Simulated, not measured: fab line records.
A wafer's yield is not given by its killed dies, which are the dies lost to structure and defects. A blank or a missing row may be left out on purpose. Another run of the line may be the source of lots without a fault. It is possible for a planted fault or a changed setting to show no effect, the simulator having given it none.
fab line records | flow n5_finfet | part 2 of 2: steps 4 to 6 of 6
[record] lots = 23 wafers = 69 last_day = 18
route steps=1938 shown MOL_CONTACT_COAG@627 BEOL_M0_CUTY@711 BEOL_M0@718
lots that met no fault: from a run of the same line without faults
start_h: the number of hours between the record's first day and the start of the first shown wafer of the lot | wait_h: hours elapsed since this lot's preceding step | " same as the row above | L1.1+2: one row covering several wafers at once | - no value, or no start given | * or withheld: withheld | < > ~ a bound
route shown NAME@n: a module of which the file shows steps, and the number in the route of the first | usual: mean/standard deviation of fault-free wafers | same: alike in all rows | chamber/n: place in a boat | sites: readings site by site | _std_site: how widely they spread, as a standard deviation | _edge_site: mean of outer sites minus mean of inner sites | radius_mm: how far each site lies from the wafer's centre | mask NAME#n: copy n | behind: the last tool/chamber to shape the wafer | hold: what put the lot on hold/how long, in hours/how the hold closed | device: names the non-switching transistor (n, p or np) | end of line: the same wafers' tests at the end of the route | for a step that has no rows: nothing shown but its recipe | killed: at the first sort, the dies lost to defects and structure; wafer yield is something else | map: the dies of a wafer, with x for killed, . for not killed, _ for no die there
set.NAME: the setting that was run; set.NAME@STEP: the one run at that earlier step | model.NAME: the simulator's own value behind a step, which no gauge read
steps of the route over a sample of lots; a table a step, a row a wafer
services: a tool's chamber out of use, with start hour (start_h, from the record's first day; less than 0 if before it), hours out, and reason
[[steps]]
[step N5_BEOL_M0_STRIP_142]
[recipe] chemistry = N2/H2 time_s = 10 power_w = 450 temp_c = 40 pressure_mtorr = 20 rf_frequency_hz = 6e+07 bias_power_w = 7 n2_flow_sccm = 200 h2_flow_sccm = 200
[usual] drypump_motor_current_A = 5.7/0.47 oes_product_au = 0.80/0.1 rf_vpp_V = 59.1/0.79 showerhead_plenum_p_Torr = 2.50/0.058 throttle_valve_pct = 23.6/0.34
// columns lot.wafer tool chamber start_h wait_h drypump_motor_current_A oes_product_au rf_hours_counter_h rf_vpp_V showerhead_plenum_p_Torr throttle_valve_pct
L074.3 rie_diel-06 3 154.86 0.0 6.0 0.67 223 57.8 2.50 24.0
L074.4 " 0 " " 5.8 0.80 - 59.0 2.44 23.1
L074.5 " 2 " " 4.9 0.93 - 58.4 2.59 23.9
L075.3 rie_diel-01 3 156.16 0.0 6.1 0.85 66 58.5 2.47 23.2
L075.4 " 1 " " 6.3 0.67 247 58.7 2.47 23.6
L075.6 " 1 " " 6.3 0.67 - 59.5 2.47 23.6
L076.1 rie_diel-01 2 156.49 0.0 5.8 0.92 19 57.5 2.47 23.5
L076.2 " 3 " " 6.1 0.84 66 60.4 2.47 23.2
L076.5 " 1 " " 6.3 0.68 - 59.9 2.47 23.6
L078.1 rie_diel-06 2 156.75 0.0 4.9 0.92 36 58.1 2.59 23.9
L078.4 " 2 " " 4.9 0.92 - 58.5 2.59 23.9
L078.5 " 0 " " 5.8 0.80 - 59.7 2.44 23.1
L077.1 rie_diel-01 2 156.99 0.0 5.8 0.92 19 58.2 2.47 23.5
L077.3 " 1 " " 6.3 0.66 247 60.1 2.47 23.6
L077.6 " 3 " " 6.1 0.84 - 59.8 2.47 23.2
L080.1 rie_diel-03 1 157.17 0.0 5.9 0.95 13 60.3 2.59 23.0
L080.4 " 3 " " 5.8 0.81 - 59.3 2.57 23.9
L080.5 " 1 " " 5.8 0.94 - 58.9 2.59 23.0
L079.1 rie_diel-06 1 158.24 0.0 5.7 0.70 214 59.7 2.49 23.7
L079.3 " 0 " " 5.8 0.79 112 58.5 2.44 23.1
L079.5 " 3 " " 6.0 0.67 - 59.1 2.50 24.0
L081.1 rie_diel-03 3 162.76 0.0 5.8 0.80 98 58.9 2.57 23.9
L081.3 " 0 " " 5.2 0.72 188 58.6 2.44 23.9
L081.6 " 3 " " 5.8 0.80 - 60.5 2.57 23.9
L082.1 rie_diel-06 3 162.78 0.0 6.0 0.67 227 58.8 2.50 24.0
L082.4 " 1 " " 5.7 0.70 215 58.0 2.49 23.6
L082.5 " 0 " " 5.8 0.79 - 59.1 2.44 23.1
L083.3 rie_diel-06 3 173.73 0.0 6.0 0.66 230 60.9 2.50 24.0
L083.5 " 2 " " 4.9 0.91 - 59.6 2.59 23.9
L083.6 " 1 " " 5.8 0.70 - 58.1 2.49 23.7
L084.2 rie_diel-06 3 176.10 0.0 6.0 0.66 231 57.6 2.50 24.0
L084.5 " 2 " " 4.9 0.91 - 58.2 2.59 24.0
L084.6 " 3 " " 6.0 0.67 - 60.0 2.50 24.0
L085.2 rie_diel-06 0 186.08 0.0 5.7 0.78 121 59.2 2.43 23.1
L085.3 " 2 " " 4.9 0.91 45 58.8 2.59 23.9
L085.5 " 2 " " 4.9 0.91 - 59.4 2.59 24.0
L088.1 rie_diel-06 2 198.81 0.0 4.9 0.91 48 59.1 2.58 24.0
L088.2 " 1 " " 5.7 0.69 225 59.6 2.49 23.7
L088.3 " 3 " " 6.0 0.66 237 59.8 2.50 24.0
L087.3 rie_diel-06 2 199.12 0.0 4.9 0.90 48 60.0 2.58 24.0
L087.4 " 3 " " 6.0 0.67 237 59.3 2.50 24.0
L087.5 " 0 " " 5.8 0.78 - 58.6 2.43 23.2
L089.1 rie_diel-06 0 211.30 0.0 5.8 0.78 126 59.0 2.43 23.1
L089.3 " 3 " " 6.0 0.66 239 59.9 2.50 24.0
L089.5 " 2 " " 4.9 0.91 - 58.0 2.58 24.0
L090.1 rie_diel-01 2 216.57 0.0 5.8 0.89 39 58.6 2.46 23.6
L090.2 " 0 " " 4.8 0.67 244 59.1 2.50 23.9
L090.6 " 1 " " 6.3 0.94 - 60.5 2.47 23.2
L091.1 rie_diel-01 1 229.85 0.0 6.3 0.92 14 60.2 2.46 23.2
L091.4 " 0 " " 4.9 0.66 247 60.7 2.50 24.0
L091.5 " 2 " " 5.8 0.87 - 60.2 2.46 23.6
L092.2 rie_diel-01 1 230.09 0.0 6.3 0.92 14 58.6 2.46 23.2
L092.4 " 2 " " 5.8 0.88 43 57.5 2.46 23.6
L092.6 " 1 " " 6.4 0.91 - 59.2 2.46 23.2
L093.2 rie_diel-01 2 232.79 0.0 5.8 0.88 44 58.9 2.46 23.6
L093.3 " 1 " " 6.3 0.92 15 58.6 2.46 23.2
L093.6 " 2 " " 5.8 0.87 - 59.4 2.46 23.6
L094.1 rie_diel-01 3 239.82 0.0 6.1 0.82 95 58.7 2.46 23.3
L094.2 " 1 " " 6.3 0.90 18 59.2 2.46 23.2
L094.4 " 1 " " 6.4 0.91 - 58.7 2.46 23.2
L095.4 rie_diel-06 0 245.53 0.0 5.8 0.76 - 60.3 2.43 23.2
L095.5 " 2 " " 4.9 0.88 - 59.5 2.58 24.0
L095.6 " 1 " " 5.7 0.68 - 59.0 2.48 23.7
L096.1 rie_diel-06 0 250.04 0.0 5.7 0.78 141 59.2 2.43 23.2
L096.3 " 1 " " 5.8 0.67 238 58.4 2.48 23.7
L096.5 " 2 " " 4.9 0.88 - 59.8 2.58 24.0
L097.2 rie_diel-01 3 261.16 0.0 6.1 0.80 104 58.4 2.45 23.3
L097.3 " 2 " " 5.8 0.85 57 58.7 2.45 23.6
L097.6 " 1 " " 6.3 0.88 - 58.9 2.46 23.2
[step N5_BEOL_M0_PRE_CLEAN_113]
[recipe] gas = H2/He time_s = 30 temp_c = 250
[usual] heater_power_w = 329/35 susceptor_temp_C = 250.02/0.17
// columns lot.wafer tool chamber start_h wait_h heater_power_w susceptor_temp_C
L074.3 pvd_sputter-01 - 155.26 0.0 260 249.88
L074.4 " - " " 265 250.15
L074.5 " - " " 387 249.92
L075.3 pvd_sputter-02 - 156.56 0.0 333 249.90
L075.4 " - " " 306 249.91
L075.6 " - " " 313 250.06
L076.1 pvd_sputter-03 - 156.90 0.0 387 249.67
L076.2 " - " " 329 249.90
L076.5 " - " " 344 250.18
L078.1 pvd_sputter-02 - 157.49 0.0 295 250.03
L078.4 " - " " 334 249.99
L078.5 " - " " 302 250.04
L077.1 pvd_sputter-01 - 157.85 0.0 268 249.85
L077.3 " - " " 312 250.28
L077.6 " - " " 258 249.73
L080.1 pvd_sputter-03 - 158.47 0.0 368 250.17
L080.4 " - " " 392 250.35
L080.5 " - " " 385 250.20
L079.1 pvd_sputter-02 - 159.44 0.0 303 250.06
L079.3 " - " " 336 250.15
L079.5 " - " " 335 250.26
L081.1 pvd_sputter-01 - 163.39 0.0 270 249.95
L081.3 " - " " 315 250.09
L081.6 " - " " 312 249.97
L082.1 pvd_sputter-01 - 163.47 0.0 312 249.85
L082.4 " - " " 262 250.16
L082.5 " - " " 393 249.88
L083.3 pvd_sputter-02 - 176.18 0.0 332 250.07
L083.5 " - " " 331 249.92
L083.6 " - " " 339 250.14
L084.2 pvd_sputter-02 - 176.68 0.0 331 250.09
L084.5 " - " " 329 250.25
L084.6 " - " " 336 249.87
L085.2 pvd_sputter-01 - 186.52 0.0 305 250.01
L085.3 " - " " 392 250.20
L085.5 " - " " 315 249.88
L088.1 pvd_sputter-02 - 199.93 0.0 325 250.10
L088.2 " - " " 326 250.09
L088.3 " - " " 339 250.21
L087.3 pvd_sputter-01 - 199.95 0.0 319 249.88
L087.4 " - " " 314 250.13
L087.5 " - " " 319 249.87
L089.1 pvd_sputter-01 - 211.95 0.0 320 249.94
L089.3 " - " " 309 250.02
L089.5 " - " " 309 250.05
L090.1 pvd_sputter-02 - 217.40 0.0 326 250.20
L090.2 " - " " 346 249.97
L090.6 " - " " 336 250.33
L091.1 pvd_sputter-01 - 230.35 0.0 309 250.19
L091.4 " - " " 265 249.69
L091.5 " - " " 390 250.07
L092.2 pvd_sputter-01 - 230.86 0.0 266 250.07
L092.4 " - " " 308 249.91
L092.6 " - " " 304 249.91
L093.2 pvd_sputter-02 - 233.21 0.0 345 250.08
L093.3 " - " " 301 250.06
L093.6 " - " " 310 249.90
L094.1 pvd_sputter-03 - 240.79 0.0 323 249.80
L094.2 " - " " 335 250.15
L094.4 " - " " 398 250.02
L095.4 pvd_sputter-02 - 247.30 0.0 330 250.12
L095.5 " - " " 333 250.22
L095.6 " - " " 329 250.14
L096.1 pvd_sputter-03 - 250.72 0.0 368 249.60
L096.3 " - " " 318 250.18
L096.5 " - " " 370 249.77
L097.2 pvd_sputter-01 - 261.56 0.0 262 250.02
L097.3 " - " " 318 249.97
L097.6 " - " " 315 249.92
[step N5_BEOL_M0_ALD_136]
[recipe] material = TaN target_thk_a = * temp_c = 275 ald_precursor_family = PDMAT ald_co_reactant = NH3 pressure_torr = 3 carrier_flow_sccm = 1500 pulse_time_s = 2 purge_time_s = 3 co_reactant_purge_time_s = 2 co_reactant_pulse_time_s = 3 ald_cycles = 30 precursor_vessel_temp_c = 75 precursor_vessel_pressure_torr = 26.25 precursor_vessel_carrier_sccm = 1000
[usual] heater_power_w = 416/44 mfc_carrier_sccm = 1500/4.4 susceptor_temp_C = 275.01/0.19
[same] ald_cycles = 30
// columns lot.wafer tool chamber start_h wait_h heater_power_w mfc_carrier_sccm susceptor_temp_C
L074.3 ald_metal-02 0 155.32 0.0 432 1505 275.07
L074.4 " 3 " " 407 1496 275.04
L074.5 " 0 " " 427 1504 275.18
L075.3 ald_metal-02 1 156.62 0.0 378 1497 274.88
L075.4 " 2 " " 433 1500 275.20
L075.6 " 0 " " 433 1502 274.98
L076.1 ald_metal-03 3 156.96 0.0 331 1498 274.98
L076.2 " 1 " " 493 1500 274.97
L076.5 " 3 " " 333 1496 274.87
L078.1 ald_metal-02 0 157.55 0.0 422 1503 274.98
L078.4 " 2 " " 431 1494 275.03
L078.5 " 2 " " 439 1508 274.86
L077.1 ald_metal-01 3 157.91 0.0 430 1504 275.14
L077.3 " 0 " " 405 1504 275.23
L077.6 " 1 " " 435 1501 274.96
L080.1 ald_metal-02 3 158.53 0.0 411 1504 275.10
L080.4 " 2 " " 440 1498 274.76
L080.5 " 1 " " 385 1496 274.77
L079.1 ald_metal-03 3 159.50 0.0 331 1491 274.97
L079.3 " 1 " " 486 1501 275.06
L079.5 " 2 " " 486 1506 274.66
L081.1 ald_metal-01 0 163.45 0.0 393 1505 275.15
L081.3 " 2 " " 360 1506 274.99
L081.6 " 1 " " 439 1501 275.07
L082.1 ald_metal-03 0 163.53 0.0 412 1508 275.08
L082.4 " 2 " " 483 1498 274.86
L082.5 " 1 " " 483 1496 274.60
L083.3 ald_metal-02 1 176.25 0.0 383 1496 275.24
L083.5 " 0 " " 421 1498 275.04
L083.6 " 1 " " 386 1496 274.93
L084.2 ald_metal-03 1 176.75 0.0 476 1502 275.04
L084.5 " 1 " " 483 1503 275.27
L084.6 " 2 " " 480 1503 275.19
L085.2 ald_metal-03 0 186.65 0.1 424 1504 274.78
L085.3 " 1 " " 482 1504 275.30
L085.5 " 3 " " 338 1499 274.94
L088.1 ald_metal-01 1 199.99 0.0 440 1499 275.01
L088.2 " 0 " " 393 1497 275.04
L088.3 " 3 " " 423 1494 274.84
L087.3 ald_metal-02 0 200.05 0.1 423 1498 275.06
L087.4 " 0 " " 419 1495 275.06
L087.5 " 1 " " 385 1504 274.82
L089.1 ald_metal-03 1 212.01 0.0 489 1496 274.86
L089.3 " 2 " " 474 1495 275.07
L089.5 " 2 " " 470 1501 275.00
L090.1 ald_metal-02 3 217.46 0.0 420 1496 274.85
L090.2 " 1 " " 391 1494 275.08
L090.6 " 2 " " 442 1496 274.93
L091.1 ald_metal-03 0 230.41 0.0 413 1509 275.04
L091.4 " 1 " " 480 1509 275.24
L091.5 " 2 " " 487 1489 275.20
L092.2 ald_metal-01 3 231.07 0.2 428 1501 275.06
L092.4 " 2 " " 364 1498 274.92
L092.6 " 1 " " 438 1501 275.46
L093.2 ald_metal-02 0 233.29 0.1 417 1500 275.15
L093.3 " 3 " " 410 1499 274.60
L093.6 " 1 " " 384 1498 275.03
L094.1 ald_metal-03 2 240.93 0.1 472 1501 275.29
L094.2 " 3 " " 329 1502 275.11
L094.4 " 0 " " 420 1507 275.18
L095.4 ald_metal-01 3 247.36 0.0 433 1490 274.93
L095.5 " 0 " " 399 1492 274.86
L095.6 " 1 " " 450 1504 275.08
L096.1 ald_metal-02 0 250.84 0.1 427 1506 275.20
L096.3 " 3 " " 415 1503 275.04
L096.5 " 1 " " 395 1504 274.79
L097.2 ald_metal-01 2 261.62 0.0 355 1503 274.83
L097.3 " 1 " " 425 1501 275.04
L097.6 " 1 " " 437 1500 274.91
[[services]]
// columns tool chamber start_h hours kind
cmp-03 - 84.56 3.3 repair
cmp-01 - 91.85 1.7 repair
cmp-03 - 112.80 4.6 pm
rie_diel-06 2 127.22 13.3 repair
rie_diel-01 3 129.40 7.0 repair
cmp-02 - 131.24 4.0 pm
ald_metal-02 - 137.12 0.9 repair
cmp-01 - 152.68 1.9 repair
rie_diel-06 1 153.08 4.2 repair
cmp-03 - 153.58 2.2 repair
cmp-02 - 156.04 6.4 pm
pvd_sputter-02 - 159.51 2.8 repair
cmp-03 - 160.66 1.4 repair
ald_metal-02 - 180.95 6.0 pm
cmp-02 - 183.32 16.4 pm
ald_metal-03 0 192.97 25.3 repair
ald_metal-02 3 194.06 22.0 repair
rie_diel-03 2 201.74 28.7 repair
pvd_sputter-02 - 207.13 4.6 repair
rie_diel-06 1 214.36 13.2 repair
rie_diel-03 - 219.88 28.1 pm
ald_metal-02 - 233.95 8.7 pm
ald_metal-02 2 246.00 30.5 repair
cmp-03 - 249.04 4.0 pm
